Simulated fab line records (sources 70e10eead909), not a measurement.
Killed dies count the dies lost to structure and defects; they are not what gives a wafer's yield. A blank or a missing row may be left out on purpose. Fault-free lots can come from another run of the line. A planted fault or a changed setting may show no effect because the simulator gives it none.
fab line records + flow nand_harc
record:
- lots: 12
- wafers: 36
- last_day: 35
route steps=1302 shown A_STAIRCASE@808 END@1302
lots with no fault: from the same line, run without faults
start_h: start of the lot's first displayed wafer, in hours after the record's first day + wait_h: how many hours have passed since the lot's step before this one + " as in the row above + L1.1+2: a row that stands for several wafers + - no value, or no start was given + * or withheld: withheld + < > ~ a bound
route shown NAME@n: a module of which the file shows steps, and the number in the route of the first + usual: mean and standard deviation over wafers with no fault + same: alike in all rows + chamber/n: place in a boat + sites: the reading at each site + _std_site: how widely they spread, as a standard deviation + _edge_site: the outer-site mean with the inner-site mean subtracted + radius_mm: for every site, how far away it sits from the centre of the wafer + mask NAME#n: copy n + behind: the tool/chamber that last shaped the wafer + hold: why the lot went on hold/how many hours it stayed there/how the hold came to an end + device: whichever transistor did not switch (one of n, p or np) + end of line: tests of these same wafers at the route's end + step lacking rows: just its recipe + killed: not the wafer's yield, but the dies lost to structure and defects at the first sort + map: per-die view of a wafer (x killed, . not killed, _ where there is no die)
set.NAME: setting as actually run; set.NAME@STEP: the setting as run at that earlier step + model.NAME: the simulator's own value behind a step, which no gauge read
the route's steps for a sample of lots (tables are steps, rows are wafers)
services: the hour from which a tool's chamber was out of use, counted from the record's first day as start_h (under 0 if before that day), plus the number of hours and why
== steps ==
step: NHARC_A_STAIRCASE_ETCH_292
recipe:
- cf4_flow_sccm: 100
- chf3_flow_sccm: 30
- ar_flow_sccm: 0
- rf_w: 500
- bias_w: 200
- chemistry: CF4/CHF3
usual:
- drypump_motor_current_A: 5.7/0.5
- oes_product_au: 0.935/0.018
- rf_vpp_V: 369.5/2.1
- showerhead_plenum_p_Torr: 1.54/0.057
- throttle_valve_pct: 16.803/0.0088
| lot.wafer | tool        | chamber | start_h | wait_h | drypump_motor_current_A | oes_product_au | rf_hours_counter_h | rf_vpp_V | showerhead_plenum_p_Torr | throttle_valve_pct |
|-----------|-------------|---------|---------|--------|-------------------------|----------------|--------------------|----------|--------------------------|--------------------|
| L414.2    | rie_diel-07 | 0       | 384.53  | 0.1    | 6.5                     | 0.938          | 32                 | 371.9    | 1.66                     | 16.814             |
| L414.3    | "           | 1       | "       | "      | 5.7                     | 0.934          | 33                 | 368.4    | 1.54                     | 16.795             |
| L414.6    | "           | 3       | "       | "      | 6.1                     | 0.929          | -                  | 367.0    | 1.52                     | 16.802             |
| L417.3    | rie_diel-04 | 1       | 405.97  | 0.1    | 4.9                     | 0.926          | 13                 | 368.1    | 1.48                     | 16.808             |
| L417.4    | "           | 0       | "       | "      | 4.6                     | 0.933          | 16                 | 374.1    | 1.68                     | 16.800             |
| L417.6    | "           | 2       | "       | "      | 5.8                     | 0.926          | -                  | 369.6    | 1.54                     | 16.812             |
| L419.1    | rie_diel-07 | 2       | 416.92  | 0.1    | 5.9                     | 0.916          | 46                 | 369.7    | 1.56                     | 16.810             |
| L419.2    | "           | 0       | "       | "      | 6.4                     | 0.940          | 46                 | 373.0    | 1.66                     | 16.793             |
| L419.4    | "           | 1       | "       | "      | 5.7                     | 0.922          | -                  | 370.3    | 1.54                     | 16.806             |
| L422.1    | rie_diel-10 | 3       | 446.37  | 0.1    | 5.6                     | 0.956          | 3                  | 367.0    | 1.52                     | 16.791             |
| L422.4    | "           | 1       | "       | "      | 5.2                     | 0.975          | 2                  | 368.7    | 1.52                     | 16.799             |
| L422.2    | "           | 2       | "       | "      | 5.9                     | 0.980          | 3                  | 367.5    | 1.48                     | 16.794             |
| L423.3    | rie_diel-04 | 3       | 470.01  | 0.1    | 6.2                     | 0.924          | 36                 | 371.4    | 1.60                     | 16.799             |
| L423.2    | "           | 0       | "       | "      | 4.6                     | 0.920          | 38                 | 374.5    | 1.67                     | 16.808             |
| L423.4    | "           | 1       | "       | "      | 4.9                     | 0.925          | 38                 | 366.1    | 1.47                     | 16.807             |
| L425.3    | rie_diel-10 | 2       | 488.62  | 0.1    | 5.9                     | 0.926          | 13                 | 366.9    | 1.48                     | 16.785             |
| L425.2    | "           | 0       | "       | "      | 6.3                     | 0.926          | 20                 | 370.6    | 1.57                     | 16.799             |
| L425.6    | "           | 2       | "       | "      | 5.9                     | 0.925          | -                  | 366.4    | 1.48                     | 16.803             |
| L426.3    | rie_diel-10 | 1       | 490.98  | 0.1    | 5.1                     | 0.925          | 20                 | 368.3    | 1.52                     | 16.786             |
| L426.4    | "           | 2       | "       | "      | 5.9                     | 0.926          | 14                 | 367.7    | 1.48                     | 16.816             |
| L426.5    | "           | 0       | "       | "      | 6.3                     | 0.925          | -                  | 370.5    | 1.57                     | 16.808             |
| L427.2    | rie_diel-10 | 2       | 511.12  | 0.1    | 6.0                     | 0.931          | 18                 | 366.7    | 1.48                     | 16.810             |
| L427.4    | "           | 0       | "       | "      | 6.2                     | 0.928          | 24                 | 371.2    | 1.57                     | 16.801             |
| L427.5    | "           | 3       | "       | "      | 5.5                     | 0.930          | -                  | 367.4    | 1.51                     | 16.816             |
| L428.1    | rie_diel-10 | 1       | 525.06  | 0.1    | 5.2                     | 0.915          | 30                 | 369.6    | 1.51                     | 16.804             |
| L428.4    | "           | 3       | "       | "      | 5.5                     | 0.931          | 21                 | 370.7    | 1.51                     | 16.795             |
| L428.5    | "           | 1       | "       | "      | 5.1                     | 0.930          | -                  | 367.6    | 1.51                     | 16.799             |
| L432.1    | rie_diel-10 | 1       | 552.71  | 0.1    | 5.2                     | 0.926          | 44                 | 368.1    | 1.51                     | 16.790             |
| L432.3    | "           | 2       | "       | "      | 6.0                     | 0.931          | 39                 | 367.2    | 1.47                     | 16.811             |
| L432.6    | "           | 1       | "       | "      | 5.2                     | 0.931          | -                  | 367.9    | 1.51                     | 16.814             |
| L433.3    | rie_diel-04 | 3       | 574.73  | 2.9    | 6.2                     | 0.918          | 10                 | 371.5    | 1.59                     | 16.806             |
| L433.5    | "           | 1       | "       | "      | 4.9                     | 0.929          | -                  | 366.3    | 1.46                     | 16.791             |
| L433.6    | "           | 2       | "       | "      | 5.8                     | 0.931          | -                  | 369.9    | 1.52                     | 16.799             |
| L437.3    | rie_diel-04 | 0       | 620.71  | 0.1    | 4.6                     | 0.929          | 28                 | 374.0    | 1.66                     | 16.795             |
| L437.2    | "           | 1       | "       | "      | 4.9                     | 0.927          | 28                 | 366.2    | 1.46                     | 16.816             |
| L437.5    | "           | 0       | "       | "      | 4.6                     | 0.932          | -                  | 374.0    | 1.66                     | 16.804             |
step: NHARC_A_STAIRCASE_HM_OPEN_460
recipe:
- o2_flow_sccm: 400
- cos_flow_sccm: 20
- ar_flow_sccm: 0
- rf_w: 500
- bias_w: 300
- chemistry: O2/COS
usual:
- drypump_motor_current_A: 5.7/0.49
- oes_product_au: 1.000/0.007
- rf_vpp_V: 466.0/2.4
- showerhead_plenum_p_Torr: 3.06/0.11
- throttle_valve_pct: 28.331/0.0086
| lot.wafer | tool        | chamber | start_h | wait_h | drypump_motor_current_A | oes_product_au | rf_hours_counter_h | rf_vpp_V | showerhead_plenum_p_Torr | throttle_valve_pct |
|-----------|-------------|---------|---------|--------|-------------------------|----------------|--------------------|----------|--------------------------|--------------------|
| L414.2    | rie_diel-07 | 3       | -       | -      | 6.1                     | 1.021          | 32                 | 466.2    | 3.01                     | 28.331             |
| L414.3    | "           | 0       | "       | "      | 6.5                     | 1.007          | 32                 | 470.2    | 3.30                     | 28.331             |
| L414.6    | "           | 1       | "       | "      | 5.7                     | 1.018          | -                  | 466.4    | 3.06                     | 28.329             |
| L417.4    | rie_diel-04 | 3       | -       | -      | 6.2                     | 0.990          | 15                 | 467.8    | 3.19                     | 28.324             |
| L417.3    | "           | 0       | "       | "      | 4.6                     | 0.995          | 16                 | 472.3    | 3.33                     | 28.306             |
| L417.6    | "           | 3       | "       | "      | 6.1                     | 0.999          | -                  | 469.1    | 3.19                     | 28.346             |
| L419.2    | rie_diel-07 | 2       | -       | -      | 5.9                     | 0.991          | 46                 | 467.0    | 3.09                     | 28.342             |
| L419.1    | "           | 0       | "       | "      | 6.5                     | 1.000          | 46                 | 469.7    | 3.29                     | 28.336             |
| L419.4    | "           | 1       | "       | "      | 5.7                     | 1.005          | -                  | 466.0    | 3.05                     | 28.333             |
| L422.1    | rie_diel-10 | 1       | -       | -      | 5.2                     | 0.996          | 2                  | 465.5    | 3.02                     | 28.325             |
| L422.2    | "           | 3       | "       | "      | 5.6                     | 0.982          | 3                  | 465.6    | 3.01                     | 28.335             |
| L422.4    | "           | 0       | "       | "      | 6.3                     | 1.005          | 3                  | 467.3    | 3.12                     | 28.333             |
| L423.3    | rie_diel-04 | 2       | -       | -      | 5.8                     | 0.993          | 35                 | 467.7    | 3.04                     | 28.327             |
| L423.4    | "           | 0       | "       | "      | 4.6                     | 0.994          | 38                 | 470.1    | 3.32                     | 28.321             |
| L423.2    | "           | 1       | "       | "      | 4.9                     | 1.000          | 38                 | 462.1    | 2.92                     | 28.323             |
| L425.2    | rie_diel-10 | 0       | -       | -      | 6.3                     | 0.995          | 20                 | 469.2    | 3.11                     | 28.319             |
| L425.3    | "           | 1       | "       | "      | 5.2                     | 0.981          | 19                 | 464.5    | 3.01                     | 28.321             |
| L425.6    | "           | 0       | "       | "      | 6.3                     | 1.001          | -                  | 466.7    | 3.12                     | 28.336             |
| L426.4    | rie_diel-10 | 3       | -       | -      | 5.5                     | 0.998          | 15                 | 465.2    | 3.00                     | 28.325             |
| L426.3    | "           | 1       | "       | "      | 5.2                     | 0.997          | 20                 | 464.2    | 3.01                     | 28.320             |
| L426.5    | "           | 2       | "       | "      | 5.9                     | 1.003          | -                  | 464.9    | 2.93                     | 28.330             |
| L427.4    | rie_diel-10 | 3       | -       | -      | 5.6                     | 0.998          | 16                 | 464.7    | 3.00                     | 28.335             |
| L427.2    | "           | 0       | "       | "      | 6.2                     | 0.998          | 24                 | 468.1    | 3.11                     | 28.330             |
| L427.5    | "           | 1       | "       | "      | 5.2                     | 0.996          | -                  | 465.4    | 3.01                     | 28.320             |
| L428.1    | rie_diel-10 | 3       | -       | -      | 5.6                     | 1.009          | 21                 | 465.7    | 3.00                     | 28.348             |
| L428.4    | "           | 1       | "       | "      | 5.2                     | 0.993          | 30                 | 463.3    | 3.00                     | 28.319             |
| L428.5    | "           | 0       | "       | "      | 6.4                     | 1.007          | -                  | 467.1    | 3.11                     | 28.325             |
| L432.3    | rie_diel-10 | 1       | -       | -      | 5.2                     | 1.010          | 44                 | 465.1    | 3.00                     | 28.320             |
| L432.1    | "           | 2       | "       | "      | 5.9                     | 1.012          | 40                 | 462.7    | 2.92                     | 28.316             |
| L432.6    | "           | 0       | "       | "      | 6.3                     | 1.003          | -                  | 466.4    | 3.11                     | 28.331             |
| L433.3    | rie_diel-04 | 2       | -       | -      | 5.8                     | 1.006          | 11                 | 466.1    | 3.02                     | 28.332             |
| L433.6    | "           | 2       | "       | "      | 5.7                     | 0.999          | -                  | 465.7    | 3.02                     | 28.322             |
| L433.5    | "           | 3       | "       | "      | 6.2                     | 0.996          | -                  | 467.0    | 3.16                     | 28.333             |
| L437.2    | rie_diel-04 | 0       | -       | -      | 4.6                     | 0.998          | 28                 | 470.9    | 3.30                     | 28.320             |
| L437.3    | "           | 3       | "       | "      | 6.2                     | 0.992          | 28                 | 468.7    | 3.15                     | 28.316             |
| L437.5    | "           | 1       | "       | "      | 4.9                     | 0.999          | -                  | 462.3    | 2.90                     | 28.332             |
step: NHARC_A_STAIRCASE_ETCH_294
recipe:
- target_depth_a: 49890
- time_s: 1211.6
- ion_energy_ev: 800
- c4f8_flow_sccm: 80
- o2_flow_sccm: 60
- ar_flow_sccm: withheld
- rf_w: 600
- bias_w: 3000
- chemistry: C4F8/O2/Ar
usual:
- oes_product_au: 0.934/0.009
- rf_vpp_V: 1823/9.5
| lot.wafer | tool        | chamber | start_h | wait_h | oes_product_au | rf_hours_counter_h | rf_vpp_V |
|-----------|-------------|---------|---------|--------|----------------|--------------------|----------|
| L414.2    | rie_diel-07 | 0       | -       | -      | 0.923          | 33                 | 1839     |
| L414.3    | "           | 3       | "       | "      | 0.935          | 32                 | 1817     |
| L414.6    | "           | 1       | "       | "      | 0.924          | -                  | 1822     |
| L417.3    | rie_diel-04 | 0       | -       | -      | 0.922          | 16                 | 1842     |
| L417.4    | "           | 1       | "       | "      | 0.930          | 13                 | 1810     |
| L417.6    | "           | 3       | "       | "      | 0.925          | -                  | 1833     |
| L419.1    | rie_diel-07 | 0       | -       | -      | 0.935          | 47                 | 1841     |
| L419.2    | "           | 1       | "       | "      | 0.927          | 45                 | 1821     |
| L419.4    | "           | 0       | "       | "      | 0.920          | -                  | 1840     |
| L422.2    | rie_diel-10 | 0       | -       | -      | 0.936          | 3                  | 1825     |
| L422.4    | "           | 1       | "       | "      | 0.943          | 3                  | 1818     |
| L422.1    | "           | 3       | "       | "      | 0.931          | 3                  | 1817     |
| L423.2    | rie_diel-04 | 1       | -       | -      | 0.938          | 38                 | 1810     |
| L423.3    | "           | 2       | "       | "      | 0.926          | 36                 | 1819     |
| L423.4    | "           | 3       | "       | "      | 0.937          | 36                 | 1832     |
| L425.2    | rie_diel-10 | 2       | -       | -      | 0.930          | 13                 | 1812     |
| L425.3    | "           | 0       | "       | "      | 0.940          | 20                 | 1825     |
| L425.6    | "           | 1       | "       | "      | 0.932          | -                  | 1819     |
| L426.3    | rie_diel-10 | 0       | -       | -      | 0.938          | 21                 | 1827     |
| L426.4    | "           | 3       | "       | "      | 0.929          | 15                 | 1817     |
| L426.5    | "           | 1       | "       | "      | 0.931          | -                  | 1817     |
| L427.4    | rie_diel-10 | 1       | -       | -      | 0.924          | 24                 | 1817     |
| L427.2    | "           | 2       | "       | "      | 0.922          | 18                 | 1812     |
| L427.5    | "           | 3       | "       | "      | 0.934          | -                  | 1818     |
| L428.4    | rie_diel-10 | 3       | -       | -      | 0.922          | 21                 | 1818     |
| L428.1    | "           | 1       | "       | "      | 0.937          | 31                 | 1817     |
| L428.5    | "           | 3       | "       | "      | 0.943          | -                  | 1816     |
| L432.1    | rie_diel-10 | 2       | -       | -      | 0.939          | 40                 | 1810     |
| L432.3    | "           | 0       | "       | "      | 0.931          | 41                 | 1826     |
| L432.6    | "           | 2       | "       | "      | 0.935          | -                  | 1809     |
| L433.3    | rie_diel-04 | 3       | -       | -      | 0.932          | 11                 | 1828     |
| L433.5    | "           | 0       | "       | "      | 0.931          | -                  | 1841     |
| L433.6    | "           | 1       | "       | "      | 0.940          | -                  | 1808     |
| L437.2    | rie_diel-04 | 0       | -       | -      | 0.932          | 28                 | 1840     |
| L437.3    | "           | 1       | "       | "      | 0.928          | 29                 | 1808     |
| L437.5    | "           | 2       | "       | "      | 0.934          | -                  | 1819     |
step: NHARC_A_STAIRCASE_ETCHBACK_416
recipe:
- target_depth_a: 360
- time_s: 7.2
- c4f8_flow_sccm: withheld
- o2_flow_sccm: 8
- ar_flow_sccm: withheld
- rf_w: 600
- bias_w: 800
- chemistry: C4F8/O2/Ar
usual:
- oes_product_au: 0.933/0.022
- rf_vpp_V: 721/4.1
| lot.wafer | tool        | chamber | start_h | wait_h | oes_product_au | rf_hours_counter_h | rf_vpp_V |
|-----------|-------------|---------|---------|--------|----------------|--------------------|----------|
| L414.2    | rie_diel-04 | 3       | 394.45  | -      | 0.925          | 11                 | 723      |
| L414.3    | "           | 1       | "       | "      | 0.931          | 10                 | 718      |
| L414.6    | "           | 2       | "       | "      | 0.913          | -                  | 721      |
| L417.4    | rie_diel-04 | 1       | 414.95  | -      | 0.917          | 15                 | 717      |
| L417.3    | "           | 2       | "       | "      | 0.925          | 14                 | 722      |
| L417.6    | "           | 1       | "       | "      | 0.929          | -                  | 716      |
| L419.4    | rie_diel-04 | 2       | 426.66  | -      | 0.927          | 17                 | 721      |
| L419.2    | "           | 3       | "       | "      | 0.926          | 22                 | 725      |
| L419.1    | "           | 0       | "       | "      | 0.924          | 22                 | 730      |
| L422.2    | rie_diel-10 | 2       | 455.17  | -      | 0.941          | 4                  | 715      |
| L422.4    | "           | 3       | "       | "      | 0.931          | 4                  | 720      |
| L422.1    | "           | 1       | "       | "      | 0.927          | 4                  | 719      |
| L423.4    | rie_diel-04 | 0       | 479.86  | -      | 0.912          | 41                 | 731      |
| L423.2    | "           | 2       | "       | "      | 0.924          | 39                 | 721      |
| L423.3    | "           | 3       | "       | "      | 0.924          | 39                 | 724      |
| L425.3    | rie_diel-10 | 3       | 497.51  | -      | 0.927          | 16                 | 721      |
| L425.2    | "           | 0       | "       | "      | 0.937          | 22                 | 723      |
| L425.6    | "           | 3       | "       | "      | 0.923          | -                  | 719      |
| L426.3    | rie_diel-10 | 3       | 499.96  | -      | 0.930          | 16                 | 720      |
| L426.4    | "           | 0       | "       | "      | 0.932          | 22                 | 724      |
| L426.5    | "           | 1       | "       | "      | 0.932          | -                  | 719      |
| L427.4    | rie_diel-07 | 0       | 520.61  | -      | 0.927          | 9                  | 729      |
| L427.2    | "           | 2       | "       | "      | 0.928          | 10                 | 721      |
| L427.5    | "           | 1       | "       | "      | 0.926          | -                  | 721      |
| L428.1    | rie_diel-10 | 0       | 534.46  | -      | 0.810          | 33                 | 723      |
| L428.4    | "           | 3       | "       | "      | 0.922          | 26                 | 717      |
| L428.5    | "           | 0       | "       | "      | 0.807          | -                  | 722      |
| L432.1    | rie_diel-10 | 3       | 562.04  | -      | 0.925          | 39                 | 720      |
| L432.3    | "           | 0       | "       | "      | 0.822          | 44                 | 724      |
| L432.6    | "           | 3       | "       | "      | 0.924          | -                  | 719      |
| L433.3    | rie_diel-07 | 3       | 583.57  | -      | 0.924          | 34                 | 718      |
| L433.5    | "           | 0       | "       | "      | 0.933          | -                  | 729      |
| L433.6    | "           | 1       | "       | "      | 0.926          | -                  | 721      |
| L437.3    | rie_diel-07 | 2       | 632.17  | -      | 0.930          | 46                 | 721      |
| L437.2    | "           | 0       | "       | "      | 0.942          | 45                 | 726      |
| L437.5    | "           | 2       | "       | "      | 0.937          | -                  | 719      |
step: NHARC_END_SORT_01
recipe:
- temp_c: 25
usual:
- killed_at_array: 44/16
- killed_at_other: 0.6/1.1
- killed_at_periphery: 3.9/2.6
- killed_dies: 48/16
- killed_open: 3.1/1.9
- killed_short: 2.4/1.8
same:
- gross_dies: 677
| lot.wafer | tool      | chamber | start_h | wait_h | hold                     | killed_at_array | killed_at_other | killed_at_periphery | killed_dies | killed_open | killed_short |
|-----------|-----------|---------|---------|--------|--------------------------|-----------------|-----------------|---------------------|-------------|-------------|--------------|
| L417.3    | prober-02 | 0       | 585.39  | 3.1    | -                        | 13              | 1               | 2                   | 16          | 7           | 0            |
| L417.4    | prober-02 | 0       | 586.20  | 3.4    | -                        | 10              | 0               | 4                   | 14          | 2           | 2            |
| L417.6    | prober-02 | 0       | 587.81  | 4.0    | -                        | 16              | 0               | 0                   | 16          | 2           | 3            |
| L423.2    | prober-02 | 0       | 654.05  | 2.8    | -                        | 58              | 0               | 6                   | 64          | 5           | 3            |
| L423.3    | prober-02 | 0       | 654.86  | 3.1    | -                        | 54              | 0               | 4                   | 58          | 2           | 3            |
| L423.4    | prober-02 | 0       | 655.66  | 3.4    | -                        | 35              | 0               | 4                   | 39          | 3           | 1            |
| L427.2    | prober-01 | 0       | 695.93  | 2.8    | -                        | 38              | 0               | 10                  | 48          | 7           | 2            |
| L427.4    | prober-01 | 0       | 697.54  | 3.4    | -                        | 38              | 1               | 5                   | 44          | 3           | 2            |
| L427.5    | prober-01 | 0       | 698.34  | 3.7    | -                        | 40              | 0               | 4                   | 44          | 1           | 4            |
| L428.1    | prober-02 | 0       | 704.12  | 2.5    | await_dispo/1.1h/release | 673             | 1               | 3                   | 677         | 3           | 3            |
| L428.4    | prober-02 | 0       | 706.53  | 3.4    | await_dispo/1.1h/release | 73              | 1               | 4                   | 78          | 4           | 1            |
| L428.5    | prober-02 | 0       | 707.33  | 3.7    | await_dispo/1.1h/release | 673             | 0               | 4                   | 677         | 2           | 3            |
| L432.1    | prober-01 | 0       | 743.75  | 2.5    | await_dispo/0.9h/release | 42              | 4               | 10                  | 56          | 2           | 1            |
| L432.3    | prober-01 | 0       | 745.35  | 3.1    | await_dispo/0.9h/release | 664             | 2               | 11                  | 677         | 5           | 3            |
| L432.6    | prober-01 | 0       | 747.74  | 4.0    | await_dispo/0.9h/release | 38              | 6               | 14                  | 58          | 4           | 1            |
| L433.3    | prober-01 | 0       | 760.94  | 3.1    | -                        | 40              | 3               | 4                   | 47          | 4           | 0            |
| L433.5    | prober-01 | 0       | 762.54  | 3.7    | -                        | 40              | 0               | 3                   | 43          | 4           | 4            |
| L433.6    | prober-01 | 0       | 763.33  | 4.0    | -                        | 41              | 0               | 3                   | 44          | 0           | 2            |
killed by level:class
L417.3 A_DECK1_JOINT:geometric_particle:open=2 A_CHANNEL_HOLE_D1:chamber_film_flake=2 A_CHANNEL_HOLE_D2:chamber_film_flake=2 A_CONTACT:chamber_film_flake=2 P_CONTACT:geometric_particle:open=1 A_SOURCE_PLATE:geometric_particle:open=1 A_CHANNEL_HOLE_D2:geometric_particle:open=1 A_CHANNEL_FILL_D2:geometric_particle:open=1
L417.4 A_CHANNEL_HOLE_D2:chamber_film_flake=4 P_STI:geometric_particle:short=1 P_CONTACT:geometric_particle:open=1 A_CHANNEL_FILL_D2:geometric_particle:short=1 A_CONTACT:geometric_particle:open=1 P_GATE:chamber_film_flake=1 P_M2:chamber_film_flake=1 A_CHANNEL_HOLE_D1:chamber_film_flake=1
L417.6 A_CHANNEL_HOLE_D2:chamber_film_flake=5 A_CHANNEL_HOLE_D1:chamber_film_flake=2 A_CHANNEL_FILL_D1:geometric_particle:open=1 A_CHANNEL_FILL_D1:geometric_particle:short=1 A_CHANNEL_HOLE_D2:geometric_particle:short=1 A_BLC:geometric_particle:short=1 A_M0:geometric_particle:open=1 A_CHANNEL_FILL_D1:chamber_film_flake=1
L423.2 A_CHANNEL_HOLE_D1:chamber_film_flake=36 A_CHANNEL_HOLE_D2:chamber_film_flake=11 A_CONTACT:chamber_film_flake=4 A_ONON_D1:geometric_particle:short=3 P_M0:geometric_particle:open=2 P_M1:chamber_film_flake=2 A_CHANNEL_FILL_D2:geometric_particle:open=1 A_WL_FILL:geometric_particle:open=1
L423.3 A_CHANNEL_HOLE_D1:chamber_film_flake=36 A_CHANNEL_HOLE_D2:chamber_film_flake=6 A_CONTACT:chamber_film_flake=3 P_GATE:chamber_film_flake=2 A_STAIRCASE:chamber_film_flake=2 A_ONON_D1:geometric_particle:short=1 A_CHANNEL_FILL_D1:geometric_particle:short=1 A_CHANNEL_HOLE_D2:geometric_particle:short=1
L423.4 A_CHANNEL_HOLE_D1:chamber_film_flake=21 A_CHANNEL_HOLE_D2:chamber_film_flake=8 A_CHANNEL_FILL_D2:geometric_particle:open=2 A_STAIRCASE:chamber_film_flake=2 A_CONTACT:chamber_film_flake=2 P_CONTACT:geometric_particle:short=1 P_M0:geometric_particle:open=1 P_GATE:chamber_film_flake=1
L427.2 A_SLIT:chamber_film_flake=18 A_CONTACT:chamber_film_flake=7 P_GATE:chamber_film_flake=5 P_M0:geometric_particle:open=3 A_DECK1_JOINT:chamber_film_flake=3 P_CONTACT:geometric_particle:open=2 A_CHANNEL_FILL_D1:geometric_particle:open=1 A_CHANNEL_FILL_D2:geometric_particle:open=1
L427.4 A_SLIT:chamber_film_flake=21 A_CONTACT:chamber_film_flake=5 P_STI:chamber_film_flake=3 A_CHANNEL_HOLE_D1:chamber_film_flake=3 P_GATE:chamber_film_flake=2 A_CHANNEL_HOLE_D1:geometric_particle:short=1 A_CHANNEL_FILL_D1:geometric_particle:open=1 A_DECK1_JOINT:geometric_particle:open=1
L427.5 A_SLIT:chamber_film_flake=21 A_CONTACT:chamber_film_flake=5 A_CHANNEL_HOLE_D1:chamber_film_flake=4 A_CHANNEL_FILL_D2:chamber_film_flake=3 A_WL_FILL:chamber_film_flake=2 P_CONTACT:geometric_particle:short=1 A_ONON_D1:geometric_particle:short=1 A_WL_FILL:geometric_particle:short=1
L428.1 A_STAIRCASE:area_etchback=613 A_CHANNEL_HOLE_D1:chamber_film_flake=31 A_SLIT:chamber_film_flake=12 A_CHANNEL_HOLE_D2:chamber_film_flake=7 A_CONTACT:chamber_film_flake=4 P_GATE:chamber_film_flake=2 A_CHANNEL_HOLE_D1:geometric_particle:open=1 A_CHANNEL_FILL_D1:geometric_particle:short=1
L428.4 A_CHANNEL_HOLE_D1:chamber_film_flake=37 A_SLIT:chamber_film_flake=20 A_CHANNEL_HOLE_D2:chamber_film_flake=7 A_CONTACT:chamber_film_flake=3 P_GATE:chamber_film_flake=2 A_WL_FILL:chamber_film_flake=2 P_CONTACT:geometric_particle:open=1 A_DECK1_JOINT:geometric_particle:short=1
L428.5 A_STAIRCASE:area_etchback=615 A_CHANNEL_HOLE_D1:chamber_film_flake=23 A_SLIT:chamber_film_flake=22 A_CHANNEL_HOLE_D2:chamber_film_flake=5 A_CONTACT:chamber_film_flake=4 P_GATE:chamber_film_flake=2 P_CONTACT:geometric_particle:open=1 P_CONTACT:geometric_particle:short=1
L432.1 A_CHANNEL_HOLE_D2:chamber_film_flake=14 P_CONTACT:chamber_film_flake=9 A_CONTACT:chamber_film_flake=6 A_CHANNEL_HOLE_D1:chamber_film_flake=5 A_SLIT:chamber_film_flake=5 A_STAIRCASE:chamber_film_flake=4 THIN_TSV:chamber_film_flake=4 A_ZERO_WELL:chamber_film_flake=2
L432.3 A_STAIRCASE:area_etchback=625 A_CHANNEL_HOLE_D2:chamber_film_flake=14 P_CONTACT:chamber_film_flake=6 A_SLIT:chamber_film_flake=5 A_CONTACT:chamber_film_flake=3 A_CHANNEL_HOLE_D1:chamber_film_flake=3 P_ZERO_WELL:chamber_film_flake=2 A_ZERO_WELL:chamber_film_flake=2
L432.6 A_CHANNEL_HOLE_D2:chamber_film_flake=15 P_CONTACT:chamber_film_flake=11 THIN_TSV:chamber_film_flake=6 A_CHANNEL_HOLE_D1:chamber_film_flake=5 A_DECK1_JOINT:chamber_film_flake=5 A_STAIRCASE:chamber_film_flake=5 A_CONTACT:chamber_film_flake=3 A_SLIT:chamber_film_flake=2
L433.3 A_CHANNEL_HOLE_D2:chamber_film_flake=15 A_CHANNEL_HOLE_D1:chamber_film_flake=10 A_CONTACT:chamber_film_flake=7 THIN_TSV:chamber_film_flake=3 A_WL_FILL:chamber_film_flake=2 P_STI:geometric_particle:open=1 P_CONTACT:geometric_particle:open=1 A_CHANNEL_FILL_D1:geometric_particle:open=1
L433.5 A_CHANNEL_HOLE_D1:chamber_film_flake=11 A_CHANNEL_HOLE_D2:chamber_film_flake=11 A_SLIT:chamber_film_flake=4 A_CONTACT:chamber_film_flake=4 A_SGD_CUT:geometric_particle:open=2 A_M0:geometric_particle:short=2 P_GATE:chamber_film_flake=2 P_CONTACT:geometric_particle:open=1
L433.6 A_CHANNEL_HOLE_D2:chamber_film_flake=15 A_CONTACT:chamber_film_flake=8 A_CHANNEL_HOLE_D1:chamber_film_flake=7 A_SLIT:chamber_film_flake=5 A_WL_FILL:chamber_film_flake=2 A_DECK1_JOINT:geometric_particle:short=1 A_ONON_D2:geometric_particle:short=1 P_ZERO_WELL:chamber_film_flake=1
== services ==
| tool        | chamber | start_h | hours | kind       |
|-------------|---------|---------|-------|------------|
| rie_diel-07 | 0       | 364.85  | 8.3   | repair     |
| rie_diel-10 | 0       | 374.13  | -     | clean      |
| rie_diel-10 | 1       | 374.13  | -     | clean      |
| rie_diel-10 | 2       | 374.13  | -     | clean      |
| rie_diel-10 | 3       | 374.13  | -     | clean      |
| rie_diel-10 | 0       | 379.77  | 7.1   | repair     |
| rie_diel-10 | 0       | 398.63  | -     | clean      |
| rie_diel-10 | 1       | 398.63  | -     | clean      |
| rie_diel-10 | 2       | 398.63  | -     | clean      |
| rie_diel-10 | 3       | 398.63  | -     | clean      |
| rie_diel-07 | 1       | 408.63  | 3.9   | repair     |
| rie_diel-07 | 3       | 411.93  | 19.5  | repair     |
| rie_diel-10 | -       | 419.56  | 9.0   | pm         |
| rie_diel-10 | 0       | 419.56  | 9.0   | vent_cycle |
| rie_diel-10 | 1       | 419.56  | 9.0   | vent_cycle |
| rie_diel-10 | 2       | 419.56  | 9.0   | vent_cycle |
| rie_diel-07 | -       | 468.92  | 0.6   | repair     |
| rie_diel-07 | -       | 471.23  | 9.0   | pm         |
| rie_diel-04 | 0       | 488.14  | 4.4   | repair     |
| rie_diel-04 | 1       | 492.65  | 4.0   | repair     |
| rie_diel-04 | -       | 532.41  | 9.0   | pm         |
| rie_diel-07 | -       | 550.42  | 0.9   | repair     |
| rie_diel-07 | 0       | 562.55  | 12.0  | repair     |
| rie_diel-10 | -       | 596.59  | 9.0   | pm         |
== key ==
first_sign:
- step: NHARC_A_STAIRCASE_ETCHBACK_416
- reading: oes_product_au
- direction: down
- sigmas: 5.5
- usual: 0.933
- struck: 0.813
effect:
- step: NHARC_END_SORT_01
- reading: killed_at_array
- direction: up
- sigmas: 40
- usual: 44
- struck: 670
more_kills_born_at:
- NHARC_A_STAIRCASE_ETCHBACK_416@rie_diel-10: 1853
met_at NHARC_A_STAIRCASE_ETCHBACK_416
struck_lots L428,L432
struck_wafers L428.1,L428.5,L432.3
later_rows_left_out L428.1,L428.5,L432.3
tester_left_out L428,L432
not_acting_at NHARC_A_STAIRCASE_ETCH_292,NHARC_A_STAIRCASE_HM_OPEN_460,NHARC_A_STAIRCASE_ETCH_294
onset_between 499.96 534.46
fault:
- kind: process_parameter_drift
- tool: rie_diel-10
- chamber: 0
- onset_h: 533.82
- steps: NHARC_A_STAIRCASE_ETCHBACK_416
- channel: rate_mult
- offset: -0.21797
- shape: step
- end_h: 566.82
tester_left_out: of these lots the tester's yield and bins aren't shown, on N5 and GAA mostly nor the transistor test; their killed dies are dies lost to structure and defects alone, not to doping, threshold or leakage, so they don't give the yield
later_rows_left_out: the simulator's readings of these wafers behind a module that went badly wrong aren't trusted and aren't shown, but for the sort
